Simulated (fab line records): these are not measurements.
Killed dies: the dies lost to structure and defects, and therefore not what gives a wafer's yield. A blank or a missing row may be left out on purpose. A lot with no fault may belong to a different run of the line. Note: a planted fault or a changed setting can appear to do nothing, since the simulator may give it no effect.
fab line records | flow n5Finfet
[record] lots = 11 | wafers = 33 | lastDay = 18
route steps=1938 shown BEOL_M2@910 BEOL_M15@1809 MIM_BOT@1832 MIM_TOP@1834 PASSIVATION@1936
lots that met no fault: from a run of the same line without faults
startH: hours from the record's opening day to when the first of the lot's shown wafers began | waitH: how many hours have passed since the lot's step before this one | " the same as in the row above | L1.1+2: a single row standing in for several wafers | - either no value or no given start | * or withheld: withheld | < > ~ a bound
route shown NAME@n: NAME is a module with steps in the file, n the number in the route of the first one | usual: the fault-free wafers' mean and standard deviation | same: alike in all rows | chamber/n: place in a boat | sites: readings site by site | _std_site: how widely they spread, as a standard deviation | _edge_site: outer sites' mean less inner sites' | radiusMm: how far each site lies from the wafer's centre | mask NAME#n: copy n | behind: the last tool/chamber to shape the wafer | hold: the reason the lot was held/the length of the hold in hours/how it ended | device: which transistor (n, p or np) failed to switch | end of line: at the end of the route, the tests of the same wafers | step lacking rows: just its recipe | killed: dies that structure and defects cost at the first sort, which is not the same as the wafer's yield | map: the dies of a wafer, with x for killed, . for not killed, _ for no die there
set.NAME: the setting that was run; set.NAME@STEP: the one run at that earlier step | model.NAME: the simulator's own value behind a step, which no gauge read
a sample of lots followed through the steps of the route, with each step as a table and each wafer as a row
services: when a tool's chamber went out of use (startH, in hours from the record's first day, below 0 if earlier), for how many hours, and the reason
[[steps]]
[step N5_BEOL_M2_SPUTTER_86]
[recipe] material = Cu | targetThkA = 45 | tempC = -20 | chamberPressurePa = 0.07 | powerW = withheld | timeS = 8.29
[usual] chamberPressurePa = 0.07/0.00015 | throttleValvePct = 29.8/1
lot.wafer | tool          | chamber | startH | waitH | chamberPressurePa | throttleValvePct
L671.1    | pvdSputter-02 | -       | 141.43 | 0.1   | 0.06999           | 29.6
L671.2    | "             | -       | "      | "     | 0.06975           | 30.4
L671.6    | "             | -       | "      | "     | 0.0699            | 29.7
L672.1    | pvdSputter-03 | -       | 148.12 | 0.1   | 0.07018           | 31.4
L672.4    | "             | -       | "      | "     | 0.07021           | 28.6
L672.5    | "             | -       | "      | "     | 0.07001           | 28.7
L674.2    | pvdSputter-02 | -       | 161.60 | 0.1   | 0.06991           | 30.2
L674.5    | "             | -       | "      | "     | 0.07016           | 29.7
L674.6    | "             | -       | "      | "     | 0.07028           | 30.7
L681.2    | pvdSputter-02 | -       | 196.79 | 0.1   | 0.07011           | 29.9
L681.3    | "             | -       | "      | "     | 0.07              | 27.8
L681.6    | "             | -       | "      | "     | 0.07011           | 29.7
L684.1    | pvdSputter-01 | -       | 209.70 | 0.1   | 0.06985           | 30.2
L684.3    | "             | -       | "      | "     | 0.0699            | 28.9
L684.5    | "             | -       | "      | "     | 0.07001           | 30.3
L688.2    | pvdSputter-01 | -       | 249.84 | 0.1   | 0.06996           | 30.3
L688.4    | "             | -       | "      | "     | 0.07017           | 28.7
L688.5    | "             | -       | "      | "     | 0.06981           | 30.1
L689.2    | pvdSputter-03 | -       | 252.93 | 0.1   | 0.07009           | 31.6
L689.3    | "             | -       | "      | "     | 0.06986           | 30.8
L689.5    | "             | -       | "      | "     | 0.06995           | 28.7
L690.1    | pvdSputter-03 | -       | 255.36 | 0.1   | 0.0701            | 29.7
L690.3    | "             | -       | "      | "     | 0.07045           | 31.0
L690.6    | "             | -       | "      | "     | 0.07007           | 29.7
L691.2    | pvdSputter-03 | -       | 265.25 | 0.1   | 0.07017           | 30.6
L691.3    | "             | -       | "      | "     | 0.06997           | 28.7
L691.5    | "             | -       | "      | "     | 0.07017           | 30.8
L694.1    | pvdSputter-03 | -       | 283.26 | 0.1   | 0.07005           | 30.9
L694.2    | "             | -       | "      | "     | 0.06987           | 28.8
L694.3    | "             | -       | "      | "     | 0.06995           | 29.5
L693.3    | pvdSputter-02 | -       | 286.48 | 0.1   | 0.06991           | 29.9
L693.4    | "             | -       | "      | "     | 0.06986           | 30.6
L693.5    | "             | -       | "      | "     | 0.06998           | 30.2
[step N5_BEOL_M15_TRENCH_ETCH_34]
[recipe] chemistry = C4F8/O2/Ar | target = SiO2 | targetDepthA = 8729.3 | heInnerTorr = 15 | heOuterTorr = 30 | timeS = 199 | ionEnergyEv = 800 | pressureMtorr = 20 | sourceW = 1905 | biasW = 2040 | Ar_flow_sccm = 400 | C4F8_flow_sccm = 16 | O2_flow_sccm = 12
[usual] drypumpMotorCurrentA = 5.5/0.43 | heInnerTorr = 15.01/0.03 | mfcArSccm = 399.8/1.2 | oes_o_777_au = 0.83/0.057 | oesProductAu = 0.83/0.062 | rfVppV = 2229/17 | showerheadPlenumPTorr = 3.48/0.12 | throttleValvePct = 30.91/0.2
lot.wafer | tool       | chamber | startH | waitH | drypumpMotorCurrentA | heInnerTorr | mfcArSccm | oes_o_777_au | oesProductAu | rfHoursCounterH | rfVppV | showerheadPlenumPTorr | throttleValvePct
L671.1    | rieDiel-01 | 2       | 252.20 | 0.0   | 5.6                  | 14.99       | 399.8     | 0.93         | 0.93         | 11              | 2219   | 3.40                  | 30.86
L671.2    | "          | 0       | "      | "     | 5.1                  | 14.98       | 397.9     | 0.83         | 0.84         | 71              | 2232   | 3.62                  | 31.04
L671.6    | "          | 1       | "      | "     | 6.0                  | 15.05       | 402.2     | 0.82         | 0.83         | -               | 2249   | 3.61                  | 30.38
L672.1    | rieDiel-03 | 2       | 256.26 | 0.0   | 5.4                  | 14.97       | 401.3     | 0.83         | 0.81         | 110             | 2207   | 3.59                  | 31.23
L672.4    | "          | 1       | "      | "     | 5.9                  | 15.07       | 399.0     | 0.83         | 0.83         | 69              | 2213   | 3.48                  | 30.94
L672.5    | "          | 0       | "      | "     | 5.2                  | 15.02       | 398.9     | 0.92         | 0.94         | -               | 2225   | 3.66                  | 30.94
L674.2    | rieDiel-04 | 0       | 265.74 | 0.0   | 5.8                  | 15.03       | 398.5     | 0.94         | 0.96         | 3               | 2265   | 3.52                  | 30.86
L674.5    | "          | 3       | "      | "     | 6.5                  | 15.06       | 399.9     | 0.72         | 0.71         | -               | 2204   | 3.28                  | 30.98
L674.6    | "          | 0       | "      | "     | 5.8                  | 15.04       | 399.3     | 0.94         | 0.96         | -               | 2267   | 3.52                  | 30.86
L684.1    | rieDiel-01 | 0       | 312.49 | 0.0   | 5.1                  | 14.98       | 399.0     | 0.82         | 0.81         | 92              | 2231   | 3.61                  | 31.06
L684.3    | "          | 3       | "      | "     | 5.4                  | 15.01       | 399.3     | 0.81         | 0.82         | 93              | 2250   | 3.47                  | 30.94
L684.5    | "          | 0       | "      | "     | 5.1                  | 14.98       | 399.0     | 0.81         | 0.81         | -               | 2231   | 3.61                  | 31.05
L681.2    | rieDiel-03 | 2       | 314.66 | 0.0   | 5.4                  | 14.99       | 399.8     | 0.81         | 0.79         | 125             | 2206   | 3.58                  | 31.24
L681.3    | "          | 3       | "      | "     | 4.7                  | 14.99       | 399.1     | 0.78         | 0.80         | 91              | 2219   | 3.33                  | 31.17
L681.6    | "          | 0       | "      | "     | 5.2                  | 14.99       | 401.6     | 0.89         | 0.90         | -               | 2225   | 3.65                  | 30.94
L689.2    | rieDiel-04 | 3       | 356.51 | 0.0   | 6.5                  | 15.03       | 399.3     | 0.98         | 0.97         | 1               | 2239   | 3.67                  | 30.77
L689.3    | "          | 2       | "      | "     | 5.8                  | 15.00       | 399.3     | 0.90         | 0.89         | 26              | 2215   | 3.50                  | 30.85
L689.5    | "          | 0       | "      | "     | 5.8                  | 15.00       | 399.4     | 0.85         | 0.87         | -               | 2264   | 3.50                  | 30.89
L688.2    | rieDiel-01 | 2       | 362.93 | 0.0   | 5.6                  | 14.94       | 399.0     | 0.86         | 0.87         | 46              | 2217   | 3.38                  | 30.88
L688.4    | "          | 3       | "      | "     | 5.4                  | 14.99       | 401.0     | 0.80         | 0.81         | 109             | 2248   | 3.46                  | 30.96
L688.5    | "          | 3       | "      | "     | 5.4                  | 15.01       | 400.5     | 0.79         | 0.80         | -               | 2248   | 3.46                  | 30.95
L690.1    | rieDiel-04 | 0       | 365.99 | 0.0   | 5.8                  | 14.96       | 399.4     | 0.84         | 0.87         | 40              | 2264   | 3.50                  | 30.89
L690.3    | "          | 3       | "      | "     | 6.5                  | 15.01       | 401.0     | 0.97         | 0.98         | 4               | 2240   | 3.66                  | 30.79
L690.6    | "          | 0       | "      | "     | 5.8                  | 14.95       | 400.3     | 0.85         | 0.86         | -               | 2264   | 3.50                  | 30.90
L691.2    | rieDiel-03 | 1       | 376.06 | 0.0   | 5.9                  | 15.01       | 399.9     | 0.81         | 0.80         | 103             | 2209   | 3.46                  | 30.96
L691.3    | "          | 2       | "      | "     | 5.4                  | 14.93       | 401.0     | 0.79         | 0.77         | 142             | 2206   | 3.57                  | 31.24
L691.5    | "          | 3       | "      | "     | 4.7                  | 14.98       | 397.4     | 0.77         | 0.80         | -               | 2219   | 3.32                  | 31.20
L694.1    | rieDiel-01 | 1       | 386.12 | 0.0   | 6.0                  | 15.01       | 400.7     | 0.78         | 0.79         | 96              | 2248   | 3.59                  | 30.40
L694.2    | "          | 2       | "      | "     | 5.5                  | 15.04       | 399.2     | 0.85         | 0.87         | 53              | 2217   | 3.37                  | 30.90
L694.3    | "          | 3       | "      | "     | 5.4                  | 15.06       | 399.5     | 0.78         | 0.79         | 116             | 2248   | 3.45                  | 30.96
L693.3    | rieDiel-03 | 0       | 403.15 | 0.0   | 5.2                  | 15.02       | 396.7     | 0.84         | 0.84         | 48              | 2226   | 3.64                  | 30.97
L693.4    | "          | 3       | "      | "     | 4.7                  | 15.05       | 400.7     | 0.76         | 0.78         | 117             | 2218   | 3.32                  | 31.19
L693.5    | "          | 3       | "      | "     | 4.7                  | 15.02       | 400.2     | 0.76         | 0.78         | -               | 2217   | 3.32                  | 31.19
[step N5_MIM_BOT_DEGAS_01]
[recipe] ambient = vacuum | tempC = 300 | timeS = 60
[usual] heaterPowerW = 456/46
lot.wafer | tool          | chamber | startH | waitH | heaterPowerW
L671.1    | pvdSputter-03 | -       | 257.34 | 1.1   | 468
L671.2    | "             | -       | "      | "     | 377
L671.6    | "             | -       | "      | "     | 491
L672.1    | pvdSputter-01 | -       | 260.91 | 1.0   | 479
L672.4    | "             | -       | "      | "     | 479
L672.5    | "             | -       | "      | "     | 478
L674.2    | pvdSputter-03 | -       | 270.29 | 0.9   | 380
L674.5    | "             | -       | "      | "     | 449
L674.6    | "             | -       | "      | "     | 378
L684.1    | pvdSputter-03 | -       | 318.54 | 0.6   | 382
L684.3    | "             | -       | "      | "     | 483
L684.5    | "             | -       | "      | "     | 504
L681.2    | pvdSputter-03 | -       | 318.82 | 0.4   | 379
L681.3    | "             | -       | "      | "     | 482
L681.6    | "             | -       | "      | "     | 482
L689.2    | pvdSputter-01 | -       | 361.61 | 1.1   | 449
L689.3    | "             | -       | "      | "     | 473
L689.5    | "             | -       | "      | "     | 482
L688.2    | pvdSputter-02 | -       | 369.16 | 1.4   | 424
L688.4    | "             | -       | "      | "     | 522
L688.5    | "             | -       | "      | "     | 514
L690.1    | pvdSputter-02 | -       | 372.56 | 0.4   | 527
L690.3    | "             | -       | "      | "     | 414
L690.6    | "             | -       | "      | "     | 522
L691.2    | pvdSputter-03 | -       | 380.94 | 1.4   | 489
L691.3    | "             | -       | "      | "     | 503
L691.5    | "             | -       | "      | "     | 461
L694.1    | pvdSputter-02 | -       | 392.13 | 0.8   | 413
L694.2    | "             | -       | "      | "     | 429
L694.3    | "             | -       | "      | "     | 446
L693.3    | pvdSputter-01 | -       | 407.99 | 1.2   | 572
L693.4    | "             | -       | "      | "     | 472
L693.5    | "             | -       | "      | "     | 553
[step N5_MIM_TOP_ALD_00]
[recipe] material = Al2O3 | targetThkA = * | tempC = withheld | aldPrecursorFamily = TMA | aldCoReactant = O3 | pulseTimeS = withheld | purgeTimeS = 3 | coReactantPurgeTimeS = withheld | coReactantPulseTimeS = 3 | aldCycles = withheld
[usual] precursorPulseHeightRel = 0.992/0.021
lot.wafer | tool     | chamber | startH | waitH | precursorPulseHeightRel
L671.1    | aldHk-02 | 3       | 257.48 | 0.1   | 0.985
L671.2    | "        | 1       | "      | "     | 0.964
L671.6    | "        | 3       | "      | "     | 1.013
L672.1    | aldHk-01 | 0       | 261.06 | 0.1   | 1.007
L672.4    | "        | 2       | "      | "     | 1.000
L672.5    | "        | 2       | "      | "     | 0.999
L674.2    | aldHk-01 | 1       | 270.45 | 0.1   | 0.961
L674.5    | "        | 2       | "      | "     | 1.034
L674.6    | "        | 3       | "      | "     | 1.006
L684.1    | aldHk-01 | 2       | 318.68 | 0.1   | 0.988
L684.3    | "        | 0       | "      | "     | 0.986
L684.5    | "        | 3       | "      | "     | 0.999
L681.2    | aldHk-02 | 2       | 318.96 | 0.1   | 0.980
L681.3    | "        | 0       | "      | "     | 1.003
L681.6    | "        | 3       | "      | "     | 0.989
L689.2    | aldHk-03 | 0       | 361.75 | 0.1   | 0.991
L689.3    | "        | 2       | "      | "     | 0.961
L689.5    | "        | 1       | "      | "     | 1.000
L688.2    | aldHk-03 | 2       | 369.31 | 0.1   | 0.977
L688.4    | "        | 3       | "      | "     | 0.967
L688.5    | "        | 0       | "      | "     | 1.026
L690.1    | aldHk-03 | 2       | 372.71 | 0.1   | 0.976
L690.3    | "        | 0       | "      | "     | 0.961
L690.6    | "        | 2       | "      | "     | 0.975
L691.2    | aldHk-01 | 0       | 381.08 | 0.1   | 0.994
L691.3    | "        | 1       | "      | "     | 0.966
L691.5    | "        | 1       | "      | "     | 0.995
L694.1    | aldHk-03 | 0       | 392.27 | 0.1   | 0.999
L694.2    | "        | 3       | "      | "     | 0.987
L694.3    | "        | 2       | "      | "     | 1.001
L693.3    | aldHk-01 | 3       | 408.13 | 0.1   | 0.982
L693.4    | "        | 1       | "      | "     | 1.023
L693.5    | "        | 2       | "      | "     | 1.003
[step N5_PASSIVATION_PROBE_49]
[usual] defectLimitedYield = 91.1/1.3 | killed_at_M0_to_M3 = 34/10 | killed_at_M4_up = 14/5.7 | killedAtContacts = 12/5.9 | killedAtFrontEnd = 41/12 | killedAtOther = 4/3.1 | killedDies = 105/15 | killedOnRim = 14/4.2 | killedOpen = 69/11 | killedShort = 35/7.8 | sort_bin_5_function = 5.3/0.81 | sort_bin_6_memory = 3.3/0.75 | sort_bin_8_speed = 0.00/0.007 | sortNPass = 1075/15 | sortYieldPct = 91.1/1.3
[same] grossDies = 1180 | killedAtBackSide = 0 | sort_bin_4_leakage[%] = 0
lot.wafer | tool      | chamber | startH | waitH | defectLimitedYield[%] | killed_at_M0_to_M3 | killed_at_M4_up | killedAtContacts | killedAtFrontEnd | killedAtOther | killedDies | killedOnRim | killedOpen | killedShort | sort_bin_5_function[%] | sort_bin_6_memory[%] | sort_bin_8_speed[%] | sortNPass | sortYieldPct[%]
L681.2    | prober-02 | -       | 336.19 | 0.1   | 92.7                  | 24                 | 9               | 5                | 37               | 11            | 86         | 13          | 58         | 28          | 4.8                    | 2.3                  | 0                   | 1094      | 92.7
L681.3    | prober-02 | -       | 336.24 | 0.1   | 85.8                  | 97                 | 2               | 14               | 53               | 2             | 168        | 30          | 54         | 32          | 7.6                    | 4.7                  | 0                   | 1012      | 85.8
L681.6    | prober-02 | -       | 336.39 | 0.3   | 90.9                  | 19                 | 5               | 17               | 61               | 5             | 107        | 10          | 63         | 43          | 4.8                    | 3.8                  | 0                   | 1073      | 90.9
// killed by level:class
L681.2 FIN_SAQP:geometricParticle:short=8 FIN_SAQP:geometricParticle:open=7 BEOL_M2:geometricParticle:open=7 BEOL_M1:geometricParticle:open=6 DUMMY_GATE:geometricParticle:open=5 MIM_BOT:geometricParticle:open=5 STI_FIN_REVEAL:geometricParticle:open=4 MOL_CONTACT_COAG:geometricParticle:open=4
L681.3 BEOL_M2:unspecified=81 FIN_SAQP:geometricParticle:short=19 FIN_SAQP:geometricParticle:open=15 MOL_CONTACT_COAG:geometricParticle:open=9 DUMMY_GATE:geometricParticle:open=7 BEOL_M2:geometricParticle:open=6 STI_FIN_REVEAL:geometricParticle:open=5 MOL_CONTACT_COAG:geometricParticle:short=5
L681.6 FIN_SAQP:geometricParticle:short=16 FIN_SAQP:geometricParticle:open=13 MOL_CONTACT_COAG:geometricParticle:open=11 BEOL_M3:geometricParticle:open=9 MOL_CONTACT_COAG:geometricParticle:short=6 DUMMY_GATE:geometricParticle:open=5 GATE_CUT:geometricParticle:open=5 STARTING-WAFER:geometricParticle:short=5
[[services]]
tool          | chamber | startH | hours | kind
pvdSputter-03 | -       | 119.61 | 1.0   | repair
rieDiel-04    | 3       | 120.72 | 9.8   | repair
rieDiel-03    | 2       | 147.89 | 8.5   | repair
rieDiel-04    | -       | 150.63 | 0.2   | repair
rieDiel-01    | 2       | 163.08 | 6.8   | repair
aldHk-02      | -       | 169.08 | 6.0   | pm
rieDiel-04    | 0       | 179.56 | 5.8   | repair
rieDiel-04    | 3       | 185.77 | 45.5  | repair
pvdSputter-02 | -       | 222.72 | 1.7   | repair
rieDiel-04    | 1       | 246.44 | 6.6   | repair
rieDiel-04    | 2       | 248.61 | 3.7   | repair
rieDiel-01    | 0       | 269.66 | 2.1   | repair
rieDiel-01    | 0       | 275.75 | 4.7   | repair
rieDiel-03    | 3       | 282.13 | 10.9  | repair
rieDiel-03    | -       | 298.97 | 15.6  | pm
rieDiel-01    | 2       | 321.53 | 13.2  | repair
rieDiel-04    | 1       | 326.25 | 8.7   | repair
aldHk-03      | -       | 327.36 | 8.7   | pm
rieDiel-04    | 3       | 329.91 | 4.1   | repair
rieDiel-04    | 2       | 347.19 | 1.6   | repair
rieDiel-03    | -       | 367.22 | 0.3   | repair
rieDiel-04    | 2       | 381.90 | 8.8   | repair
rieDiel-03    | -       | 393.47 | 0.4   | repair
aldHk-01      | -       | 394.97 | 2.8   | pm
[[key]]
[firstSign] step = N5_PASSIVATION_PROBE_49 | reading = killed_at_M0_to_M3 | direction = up | sigmas = 6.4 | usual = 34 | struck = 97
[effect] step = N5_PASSIVATION_PROBE_49 | reading = defectLimitedYield | direction = down | sigmas = 4.1 | usual = 91.1 | struck = 85.8
[moreKillsBornAt] N5_BEOL_M2_SPUTTER_86@pvdSputter-02 = 81
metAt N5_BEOL_M2_SPUTTER_86
struckLots L681
struckWafers L681.3
notActingAt N5_BEOL_M15_TRENCH_ETCH_34,N5_MIM_BOT_DEGAS_01,N5_MIM_TOP_ALD_00
[fault] kind = chamberParticleSource | tool = pvdSputter-02 | chamber = - | onsetH = 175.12 | steps = N5_BEOL_M2_SPUTTER_86 | ratePerVisitCm2 = 1.0004 | endH = 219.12 | scope = struckWafersOnly
